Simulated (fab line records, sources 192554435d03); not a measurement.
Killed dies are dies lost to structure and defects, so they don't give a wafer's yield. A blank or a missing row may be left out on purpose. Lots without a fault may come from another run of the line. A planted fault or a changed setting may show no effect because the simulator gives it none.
A struck lot beside a sound one | flow n5_finfet | 19 steps out of a route of 1938
Sound: wafers L784.1, L784.3, L784.6. Struck: wafers L777.1, L777.2, L777.6. The cause comes at the end.
At each step with rows: each side's tool, then ch and its chambers, then its first start. Under that, the readings that differ: sound wafers | struck wafers | difference of the means | sigmas: that difference in standard deviations of wafers without a fault.
alike: readings whose means differ by less than 2 such deviations, and words and numbers that are the same on both sides. not compared: withheld readings, readings that some wafer has no value for, bounds like >300 that may hide the same value, and numbers for which the record gives no deviation and whose values overlap.
The two part at a step that has a row with sigmas, a row that says differs or no value, or rows on one side only. Numbers that don't overlap but have no deviation are shown without sigmas and don't part them. A reading that every wafer of one side lacks parts them only if that side has two wafers or more.

first, 7 steps without rows for these wafers: N5_BEOL_M9_COAT_60 (time 60 s, resist thk 30 nm); N5_BEOL_M9_COAT_05 (resist thk 90 nm); N5_BEOL_M9_EBR_07; N5_BEOL_M9_SOFTBAKE_06 (time 60 s); N5_BEOL_M9_EXPOSE_08 (exposes mask M9); N5_BEOL_M9_PEB_09 (peb time 60 s); N5_BEOL_M9_DEVELOP_10 (develop time 30 s).
N5_BEOL_M9_CD_MEAS_11: target cd 64.1 nm.
  sound on cd_sem-01 ch 0, day 15 19:03; struck on cd_sem-03 ch 0, day 14 07:05
  alike: cd_nm
N5_BEOL_M9_OVL_MEAS_12:
  sound on overlay-01 ch 0, day 15 19:05; struck on overlay-02 ch 0, day 14 07:07
  alike: M9_OVL
N5_BEOL_M9_INSPECT_13: inspects for defects (brightfield).
  sound on defect_inspect-01, day 15 19:06; struck on defect_inspect-02, day 14 07:08
  alike: raw_defect_count
N5_BEOL_M9_DESCUM_16: chemistry O2, time 7.9 s.
  sound on rie_diel-01 ch 1,3, day 15 19:20; struck on rie_diel-04 ch 1,2, day 14 07:25
  reading               | sound          | struck         | difference | sigmas
  oes_product_au (a.u.) | 0.69 0.68 0.68 | 0.82 0.95 0.96 | +0.23      | +2
  alike: chamber_pressure_mTorr, drypump_motor_current_A, rf_vpp_V, showerhead_plenum_p_Torr, throttle_valve_pct
  not compared: rf_hours_counter_h
N5_BEOL_M9_ETCH_61: etches SiARC in CF4, target depth 39 nm, time 65 s.
  sound on rie_diel-01 ch 1,3, day 15 19:23; struck on rie_diel-04 ch 1,2, day 14 07:28
  reading               | sound          | struck         | difference | sigmas
  etch_rf_on_time_s (s) | 65.9 67.2 67.3 | 62.5 61.6 61.8 | -4.8       | -3
  oes_product_au (a.u.) | 0.60 0.59 0.58 | 0.71 0.83 0.82 | +0.20      | +2
  alike: bias_w, cf4_flow_sccm, chamber_pressure_mTorr, drypump_motor_current_A, rf_vpp_V, showerhead_plenum_p_Torr, throttle_valve_pct
  not compared: rf_hours_counter_h
N5_BEOL_M9_ETCH_62: etches SOC in N2/H2, target depth 110 nm, overetch 22 nm, time 165 s.
  sound on rie_diel-01 ch 1,3, day 15 19:26; struck on rie_diel-04 ch 1,2, day 14 07:31
  no value came back on the struck wafers for any of 7 readings (bias_w (W), chamber_pressure_mTorr (mTorr) and others); on the sound wafers bias_w (W) reads 150.2 149.2 149.7
  reading                                      | sound          | struck         | difference | sigmas
  model.CAR-ArF_of_BEOL_M9_COAT_05.thk_nm (nm) | 0 0 0          | 55.8 55.8 55.4 | +55.7      |
  model.SiARC_of_BEOL_M9_COAT_60.thk_nm (nm)   | 23.4 23.6 23.6 | 29.8 29.8 30   | +6.3       |
  not compared: rf_hours_counter_h
then, 1 step without rows for these wafers: N5_BEOL_M9_STRIP_68 (strips in N2/H2).
N5_BEOL_M9_STRIP_67: strips in CF4.
  sound on rie_diel-01 ch 1,3, day 15 19:34; struck on rie_diel-04 ch 1,2, day 14 07:39
  reading               | sound             | struck            | difference | sigmas
  oes_product_au (a.u.) | 0.70 0.70 0.70    | 0.82 0.94 0.94    | +0.20      | +2
  rf_vpp_V (V)          | 270.1 269.8 268.8 | 272.3 272.9 274.3 | +3.6       | +3
  alike: chamber_pressure_mTorr, drypump_motor_current_A, showerhead_plenum_p_Torr, throttle_valve_pct
  not compared: rf_hours_counter_h
N5_BEOL_M9_HM_OPEN_17: chemistry Cl2/BCl3, target TiN, target depth 20 nm, overetch 6 nm.
  sound on rie_metal-03 ch 0, day 15 19:37; struck on rie_metal-02 ch 0,1, day 14 07:42
  reading                     | sound             | struck            | difference | sigmas
  drypump_motor_current_A (A) | 4.6 4.6 4.6       | 5.6 6.1 6.1       | +1.3       | +2
  oes_product_au (a.u.)       | 0.64 0.65 0.64    | 0.32 0.27 0.27    | -0.36      | -5
  throttle_valve_pct (%)      | 22.28 22.27 22.28 | 22.82 22.89 22.91 | +0.60      | +3
  alike: chamber_pressure_mTorr
  not compared: rf_hours_counter_h
N5_BEOL_M9_STRIP_19: strips in O2.
  sound on rie_diel-04 ch 1,3, day 15 19:44; struck on rie_diel-04 ch 0,1, day 14 07:49
  alike: chamber_pressure_mTorr, drypump_motor_current_A, oes_product_au, rf_vpp_V, showerhead_plenum_p_Torr, throttle_valve_pct
  not compared: rf_hours_counter_h
N5_BEOL_M9_CD_MEAS_18: pitch 140 nm, target cd 70 nm.
  sound on cd_sem-01, day 15 19:48; struck on cd_sem-02, day 14 07:53
  reading    | sound          | struck | difference                    | sigmas
  cd_nm (nm) | 69.0 69.4 68.7 | - - -  | no value on the struck wafers |
then, 1 step without rows for these wafers: N5_BEOL_M9_COAT_63 (time 60 s, resist thk 60 nm).

WHERE THEY PART
First at N5_BEOL_M9_DESCUM_16; last, within this record, at N5_BEOL_M9_CD_MEAS_18.

WHY: what the simulator had put in
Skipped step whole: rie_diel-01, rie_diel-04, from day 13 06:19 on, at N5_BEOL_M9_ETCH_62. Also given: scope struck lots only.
